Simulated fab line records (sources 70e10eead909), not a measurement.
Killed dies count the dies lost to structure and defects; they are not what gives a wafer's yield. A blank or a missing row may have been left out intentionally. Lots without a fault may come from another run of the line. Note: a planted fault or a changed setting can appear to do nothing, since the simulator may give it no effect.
Which of the tools did it? | flow nandHarc | 10 lots, 30 wafers sampled, at 5 steps of a route of 1302

== WHAT THE GAUGES READ, wafer by wafer ==
NHARC_A_CHANNEL_HOLE_D1_INSPECT_40.
lot  | measured     | on               | rawDefectCount
L916 | day 9 02:46  | defectInspect-01 | 48 57 36
L917 | day 9 15:47  | defectInspect-02 | 27 54 34
L918 | day 9 20:54  | defectInspect-01 | 66 96 78
L920 | day 10 18:42 | defectInspect-01 | 85 81 107
L921 | day 11 07:05 | defectInspect-02 | 91 84 88
L926 | day 13 14:49 | defectInspect-01 | 74 116 498
L935 | day 17 04:53 | defectInspect-01 | 59 82 54
L936 | day 17 16:53 | defectInspect-02 | 62 57 49
L937 | day 18 01:13 | defectInspect-02 | 53 38 58
L938 | day 18 01:38 | defectInspect-02 | 72 47 80

== EACH LOT AND THE TOOL THAT RAN IT (in order: tool; ch and the chambers of the sampled wafers; start) ==
lot  | NHARC_A_CHANNEL_HOLE_D1_DESCUM_15 | NHARC_A_CHANNEL_HOLE_D1_ETCH_39              | NHARC_A_CHANNEL_HOLE_D1_ETCH_16   | NHARC_A_CHANNEL_HOLE_D1_ETCH_21
L916 | rieDiel-11 ch 1,2,3, day 8 15:05  | rieDiel-11 ch 1,3, day 8 15:41 or earlier    | rieDiel-11 ch 1,2,3, day 8 15:41  | harEtch-01 ch 0,1, day 8 21:31
L917 | rieDiel-11 ch 0,3, day 9 08:53    | rieDiel-11 ch 1,2,3, day 9 09:25 or earlier  | rieDiel-11 ch 2,3, day 9 09:25    | harEtch-01 ch 0,1, day 9 10:34
L918 | rieDiel-13 ch 0,2, day 9 14:01    | rieDiel-13 ch 0,2,3, day 9 14:36 or earlier  | rieDiel-13 ch 1,3, day 9 14:36    | harEtch-01 ch 0,1, day 9 15:46
L920 | rieDiel-11 ch 0,1,2, day 10 11:37 | rieDiel-11 ch 1,2, day 10 12:19 or earlier   | rieDiel-11 ch 0,1,2, day 10 12:19 | harEtch-02 ch 0,1, day 10 13:31
L921 | rieDiel-11 ch 0,1,2, day 10 23:49 | rieDiel-11 ch 0,1, day 11 00:34 or earlier   | rieDiel-11 ch 0,1, day 11 00:34   | harEtch-02 ch 1, day 11 01:37
L926 | rieDiel-11 ch 1,2,3, day 13 04:20 | rieDiel-11 ch 0,1,3, day 13 04:52 or earlier | rieDiel-11 ch 1,2,3, day 13 04:52 | harEtch-02 ch 0,1, day 13 09:31
L935 | rieDiel-11 ch 0,1,3, day 16 21:42 | rieDiel-11 ch 0,2,3, day 16 22:14 or earlier | rieDiel-11 ch 0,3, day 16 22:14   | harEtch-01 ch 0,1, day 16 23:26
L936 | rieDiel-11 ch 0,3, day 17 04:44   | rieDiel-11 ch 2,3, day 17 05:27 or earlier   | rieDiel-11 ch 0,3, day 17 05:27   | harEtch-01 ch 0,1, day 17 11:35
L937 | rieDiel-11 ch 0,1,3, day 17 17:15 | rieDiel-11 ch 0,1,3, day 17 17:52 or earlier | rieDiel-11 ch 0,2, day 17 17:52   | harEtch-02 ch 0,1, day 17 19:55
L938 | rieDiel-11 ch 1,2,3, day 17 17:46 | rieDiel-11 ch 0,1,3, day 17 18:40 or earlier | rieDiel-11 ch 2,3, day 17 18:40   | harEtch-01 ch 0, day 17 20:08
- NHARC_A_CHANNEL_HOLE_D1_DESCUM_15: chemistry O2, time 3 s.
- NHARC_A_CHANNEL_HOLE_D1_ETCH_39: etches the open film in N2/H2, target depth 260 nm, time 325 s.
- NHARC_A_CHANNEL_HOLE_D1_ETCH_16: etches the open film in O2/COS, target depth 3100 nm, time 806 s.
- NHARC_A_CHANNEL_HOLE_D1_ETCH_21: etches the open film in C4F8/O2/Ar, time 514.3 s, target depth 1600 nm.

== THE ANSWER, worked out from the rows above alone ==
Rule: the usual values come from the lots themselves. The widest of any qualifying gaps counts: lots, ordered by their means at a reading, are off when they make up no more than a third of the lots, leave a main group of 4 or more, and stand apart from it by 3 or more times the standard deviation of that group's means. The tables above print the reading to a certain number of digits; a main group whose means all agree to those digits is not used. A lot without any number at a reading at which 4 lots or more have one is off too. All remaining lots with rows at the step are treated as sound.
Off: L926 (NHARC_A_CHANNEL_HOLE_D1_INSPECT_40, rawDefectCount). Main group: mean 65, sd 18.
A tool fits if, at a process step before that reading, it ran every lot that is off, and no sound lot after the first of them. The gauges at NHARC_A_CHANNEL_HOLE_D1_INSPECT_40 are tried like those tools. With no start given for some of its lots, NHARC_A_CHANNEL_HOLE_D1_ETCH_39 uses the hours and lot order of NHARC_A_CHANNEL_HOLE_D1_ETCH_16. Not one of the candidates tried fits.

== WHAT THE SIMULATOR HAD INSERTED ==
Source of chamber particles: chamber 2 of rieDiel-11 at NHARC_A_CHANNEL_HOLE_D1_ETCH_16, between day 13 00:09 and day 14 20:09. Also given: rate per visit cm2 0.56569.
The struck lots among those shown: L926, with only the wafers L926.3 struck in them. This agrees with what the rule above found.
